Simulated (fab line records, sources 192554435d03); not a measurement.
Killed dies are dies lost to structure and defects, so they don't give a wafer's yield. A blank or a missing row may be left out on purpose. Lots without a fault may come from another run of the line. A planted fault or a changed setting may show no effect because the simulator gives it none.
Split-lot experiment | flow n5_finfet | 7 lots, 21 wafers read, on a route of 1938 steps

THE SPLIT
At N5_BEOL_M7_ILD_DEP_00 (deposits SiCOH lowk from DEMS/porogen, target thk 179.75 nm, time 33.4 s), the setting time_s was moved away from the recipe's 33.4 s on 7 of the 21 wafers read, by -15.0% to +12.2%. The other wafers ran this setting at the recipe's value.

FROM THE SPLIT TO THE READING: what the file shows between them, 1 step
- N5_BEOL_M7_CURE_74: cures SiCOH lowk, time 240 s

THE READING
M7_ILD_THK, in nm, at N5_BEOL_M7_THK_MEAS_01. Fault-free wafers of this fab line usually give 155.1 nm, standard deviation 2 nm.

wafer  | tool, chamber at the split | time_s as run, s | against the recipe | M7_ILD_THK, nm | against lot-mates on the recipe
L074.2 | pecvd-02, 0                | 33.4             | recipe             | 153.1          | -
L074.5 | pecvd-02, 1                | 33.4             | recipe             | 153.6          | -
L074.6 | pecvd-02, 0                | 28.4             | -15.0%             | 132.3          | -21.0
L077.1 | pecvd-02, 1                | 33.4             | recipe             | 155.2          | -
L077.4 | pecvd-02, 1                | 33.4             | recipe             | 157.6          | -
L077.5 | pecvd-02, 0                | 33.4             | recipe             | 157.4          | -
L080.2 | pecvd-02, 2                | 28.48            | -14.7%             | 133.3          | -24.9
L080.5 | pecvd-02, 0                | 28.48            | -14.7%             | 135.0          | -23.2
L080.6 | pecvd-02, 1                | 33.4             | recipe             | 158.2          | -
L085.1 | pecvd-02, 0                | 33.4             | recipe             | 155.8          | -
L085.4 | pecvd-02, 2                | 33.4             | recipe             | 159.6          | -
L085.5 | pecvd-02, 0                | 33.4             | recipe             | 158.4          | -
L087.2 | pecvd-02, 2                | 29.31            | -12.2%             | 135.7          | -19.5
L087.3 | pecvd-02, 2                | 29.31            | -12.2%             | 138.6          | -16.6
L087.6 | pecvd-02, 1                | 33.4             | recipe             | 155.2          | -
L091.1 | pecvd-04, 2                | 33.4             | recipe             | 152.5          | -
L091.3 | pecvd-04, 0                | 37.46            | +12.2%             | 171.6          | +19.1
L091.6 | pecvd-04, 0                | 37.46            | +12.2%             | 175.5          | +23.0
L095.1 | pecvd-01, 0                | 33.4             | recipe             | 151.7          | -
L095.4 | pecvd-01, 1                | 33.4             | recipe             | 158.0          | -
L095.5 | pecvd-01, 0                | 33.4             | recipe             | 155.0          | -

THE FIT
A straight line over all 21 wafers: M7_ILD_THK changes by +1.5 nm for each +1% of time_s; r = +0.98; the points scatter about the line by 2.2 nm.
The same after taking each lot's own level away (the mean of its wafers on the recipe; 21 wafers): +1.59 nm for each +1%; r = +0.99; scatter 1.8 nm.
On that fit, the largest move of time_s shifts the reading by 24 nm.
The lots' own levels span 152.50 to 158.20 nm, that is 2.8 times the standard deviation above.
So the lot-to-lot level changes the slope little: the two slopes agree.
Check: with one of the wafers moved furthest among these (-15.0%) left out of the fit, the line predicts -24 nm for it against its lot-mates. It came out at -21 nm against them.

OTHER SPLITS ON THESE WAFERS
These wafers also went through other splits before the reading. Each is held against what the fit with the lots' levels taken away leaves over:
other split on the same wafers | wafers away from the commonest value | r with M7_ILD_THK (lot level and that fit taken away)
N5_BEOL_M5_ETCH_72 bias_w      | 7                                    | -0.02
N5_BEOL_M5_DEP_56 time_s       | 4                                    | +0.05

THE WHOLE CHAIN: every reading that the file lists as answering this split, in the file's order
step                   | what it does                                                             | reading                                                                                  | change (the file's fit)              | r (the file's)
N5_BEOL_M7_ILD_DEP_00  | deposits SiCOH lowk from DEMS/porogen, target thk 179.75 nm, time 33.4 s | SiCOH_lowk_of_BEOL_M7_ILD_DEP_00.thk_nm (the simulator's own value, which no gauge read) | +1.78 nm for each +1% of the setting | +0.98
N5_BEOL_M7_CURE_74     | cures SiCOH lowk, time 240 s                                             | SiCOH_lowk_of_BEOL_M7_ILD_DEP_00.thk_nm (the simulator's own value, which no gauge read) | +1.55 nm for each +1% of the setting | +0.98
N5_BEOL_M7_THK_MEAS_01 |                                                                          | M7_ILD_THK                                                                               | +1.55 for each +1% of the setting    | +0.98

THE FILE'S OWN FIT
M7_ILD_THK changes by +1.55 nm for each +1% of time_s, r = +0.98.
